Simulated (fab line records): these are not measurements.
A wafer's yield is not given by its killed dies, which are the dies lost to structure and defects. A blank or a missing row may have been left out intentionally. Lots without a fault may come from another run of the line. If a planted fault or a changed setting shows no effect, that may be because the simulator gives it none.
Comparing a struck lot with a sound one | flow nand_harc | 13 steps out of a route of 1159
Sound: wafers L476.2, L476.4, L476.5. Struck: wafer L477.2 (left out: L477.3, L477.4 of the same lot, which were not struck); the cause appears at the end.
For every step that has rows: the tool of each side, followed by ch and its chambers, followed by its first start. Under that, the readings that differ: sound wafers | struck wafers | difference of the means | sigmas: that difference in standard deviations of wafers without a fault.
alike: readings with means less than 2 such deviations apart, plus words and numbers identical on both sides. not compared: withheld readings, readings lacking a value on some wafer, bounds such as >300 that could conceal the same value, and numbers that have no deviation in the record and whose values overlap.
A row with sigmas, a row that says differs or no value, or rows on one side alone: a step with any of these is where the two part. Numbers that don't overlap but have no deviation are shown without sigmas and don't part them. A reading that every wafer of one side lacks parts them only if that side has two wafers or more.

first, 3 steps without rows for these wafers: NHARC_A_STAIRCASE_PEB_215 (peb time 130 s); NHARC_A_STAIRCASE_DEVELOP_216 (time 140 s); NHARC_A_STAIRCASE_HARDBAKE_218 (time 140 s).
NHARC_A_STAIRCASE_DESCUM_219: chemistry O2, time 3 s.
  sound on rie_diel-08 ch 1,3, day 15 05:45; struck on rie_diel-13 ch 0, day 16 02:40
  alike: drypump_motor_current_A, oes_product_au, rf_vpp_V, showerhead_plenum_p_Torr, throttle_valve_pct
  not compared: rf_hours_counter_h
then, 1 step without rows for these wafers: NHARC_A_STAIRCASE_TRIM_220 (chemistry O2, time 211.2 s).
NHARC_A_STAIRCASE_ETCH_221: etches the open film in C4F8/O2, target depth 100 nm, time 40.5 s.
  sound on rie_diel-08 ch 1,3; struck on rie_diel-13 ch 2
  alike: bias_w, oes_product_au, rf_fwd_power_W, rf_vpp_V
  not compared: rf_hours_counter_h
then, 1 step without rows for these wafers: NHARC_A_STAIRCASE_TRIM_222 (chemistry O2, time 211.2 s).
NHARC_A_STAIRCASE_ETCH_223: etches the open film in C4F8/O2, target depth 100 nm, time 40.5 s.
  sound on rie_diel-08 ch 0,2; struck on rie_diel-13 ch 2
  alike: bias_w, oes_product_au, rf_fwd_power_W, rf_vpp_V
  not compared: rf_hours_counter_h
then, 1 step without rows for these wafers: NHARC_A_STAIRCASE_TRIM_224 (chemistry O2, time 211.2 s).
NHARC_A_STAIRCASE_ETCH_225: etches the open film in C4F8/O2, target depth 100 nm, time 40.5 s.
  sound on rie_diel-08 ch 2,3; struck on rie_diel-13 ch 0
  reading               | sound             | struck | difference | sigmas
  bias_w (W)            | 997.3 996.1 993.3 | 1001.6 | +6.0       | +2
  oes_product_au (a.u.) | 0.936 0.945 0.948 | 0.924  | -0.019     | -2
  rf_vpp_V (V)          | 891 893 889       | 906    | +15        | +3
  alike: rf_fwd_power_W
  not compared: rf_hours_counter_h
NHARC_A_STAIRCASE_TRIM_226: chemistry O2, time 211.2 s.
  sound on rie_diel-08 ch 1,3; struck on rie_diel-13 ch 3
  reading                     | sound       | struck | difference | sigmas
  drypump_motor_current_A (A) | 5.2 5.6 5.7 | 6.4    | +0.9       | +3
  alike: oes_product_au, rf_vpp_V, showerhead_plenum_p_Torr, throttle_valve_pct
  not compared: rf_hours_counter_h
NHARC_A_STAIRCASE_ETCH_227: etches the open film in C4F8/O2, target depth 100 nm, time 40.5 s.
  sound on rie_diel-08 ch 0,2, day 15 06:48; struck on rie_diel-13 ch 1, day 16 03:45
  reading               | sound             | struck | difference | sigmas
  oes_product_au (a.u.) | 0.941 0.943 0.950 | 1.085  | +0.140     | +15
  alike: bias_w, rf_fwd_power_W, rf_vpp_V
  not compared: rf_hours_counter_h
-- break in the record here, with 8 days between the starts of the struck wafers on either side (left off in module A_STAIRCASE, picked up again in module END, where the first step shown is number 1159 on the route) --
NHARC_END_SORT_01:
  at this point the record logs the struck wafers (prober-02 ch 0, day 24 13:43) and has no rows for the sound ones

== WHERE THEY PART ==
First at NHARC_A_STAIRCASE_ETCH_225; last, within this record, at NHARC_END_SORT_01.

WHY: what had been put in by the simulator
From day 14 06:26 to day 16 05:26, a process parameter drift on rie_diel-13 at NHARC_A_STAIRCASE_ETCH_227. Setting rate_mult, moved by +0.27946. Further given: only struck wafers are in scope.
